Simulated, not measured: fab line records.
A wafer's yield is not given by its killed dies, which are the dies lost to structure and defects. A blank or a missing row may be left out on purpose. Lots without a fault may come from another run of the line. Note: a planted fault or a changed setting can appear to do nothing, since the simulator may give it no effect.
A single fault, viewed from 3 desks + flow n5_finfet + each desk holds nothing but its own numbers, with what lay behind them at the end

THE DEFECT DESK
For each lot, the counts of the inspections along the route, averaged over the sampled wafers that have a number. Marked OUT: a lot whose mean sits more than 4 standard deviations from the usual mean, which makes it out of limits; the brackets give that distance.
Columns: A = raw_defect_count at N5_BEOL_M5_INSPECT_30, usual 438
| lot  | first seen here | A   |
|------|-----------------|-----|
| L107 | day 9 22:54     | 456 |
| L109 | day 9 22:59     | 438 |
| L111 | day 11 00:23    | 421 |
| L119 | day 12 11:23    | 396 |
| L118 | day 12 11:28    | 365 |
| L124 | day 14 04:49    | 382 |
This desk's finding: nothing out of limits on any of the 6 lots.

FOR THE TOOL OWNER'S DESK: rie_diel-05
The tool's own readings at N5_BEOL_M5_ETCH_75 (etches underlayer in N2/H2, target depth 6.5 nm, time 5.2 s): means of the sampled wafers that have a number, for each lot that ran on this tool. Marked OUT: a lot whose mean sits more than 4 standard deviations from the usual mean, which makes it out of limits; the brackets give that distance.
Columns: A = drypump_motor_current_A at N5_BEOL_M5_ETCH_75, usual 5.8 A; B = etch_rf_on_time_s at N5_BEOL_M5_ETCH_75, usual 5.20 s; C = oes_product_au at N5_BEOL_M5_ETCH_75, usual 0.68 a.u.; D = rf_vpp_V at N5_BEOL_M5_ETCH_75, usual 524.7 V; E = showerhead_plenum_p_Torr at N5_BEOL_M5_ETCH_75, usual 2.57 Torr; F = throttle_valve_pct at N5_BEOL_M5_ETCH_75, usual 17.85 %
| lot  | first seen here | A   | B    | C    | D     | E    | F     |
|------|-----------------|-----|------|------|-------|------|-------|
| L109 | day 9 23:28     | 6.1 | 5.32 | 0.60 | 525.2 | 2.58 | 17.97 |
| L111 | day 11 00:41    | 5.7 | 5.51 | 0.60 | 523.0 | 2.52 | 17.84 |
| L118 | day 12 11:44    | 5.6 | 5.46 | 0.65 | 525.3 | 2.53 | 17.80 |
This desk's finding: nothing out of limits on any of the 3 lots.

METROLOGY DESK
What the gauges read, lot by lot, whatever tool the lot ran on: means of the sampled wafers that have a number. Marked OUT: a lot whose mean sits more than 4 standard deviations from the usual mean, which makes it out of limits; the brackets give that distance.
Columns: A = cd_nm at N5_BEOL_M5_CD_MEAS_28, usual 30.50 nm; B = V4_OVL at N5_BEOL_M5_OVL_MEAS_29, usual -0.2 nm
| lot  | first seen here | A     | B    |
|------|-----------------|-------|------|
| L107 | day 9 22:45     | 30.45 | 0.6  |
| L109 | day 9 22:48     | 30.28 | -0.5 |
| L111 | day 11 00:18    | 31.29 | -0.4 |
| L119 | day 12 11:17    | 30.48 | -1.0 |
| L118 | day 12 11:23    | 30.62 | -0.2 |
| L124 | day 14 04:43    | 30.34 | -0.7 |
This desk's finding: nothing out of limits on any of the 6 lots.

TAKEN TOGETHER
The defect desk saw nothing out of limits.
Nothing out of limits was seen by the tool owner's desk.
From the metrology desk's view, nothing was out of limits.

WHAT THE SIMULATOR HAD PUT IN
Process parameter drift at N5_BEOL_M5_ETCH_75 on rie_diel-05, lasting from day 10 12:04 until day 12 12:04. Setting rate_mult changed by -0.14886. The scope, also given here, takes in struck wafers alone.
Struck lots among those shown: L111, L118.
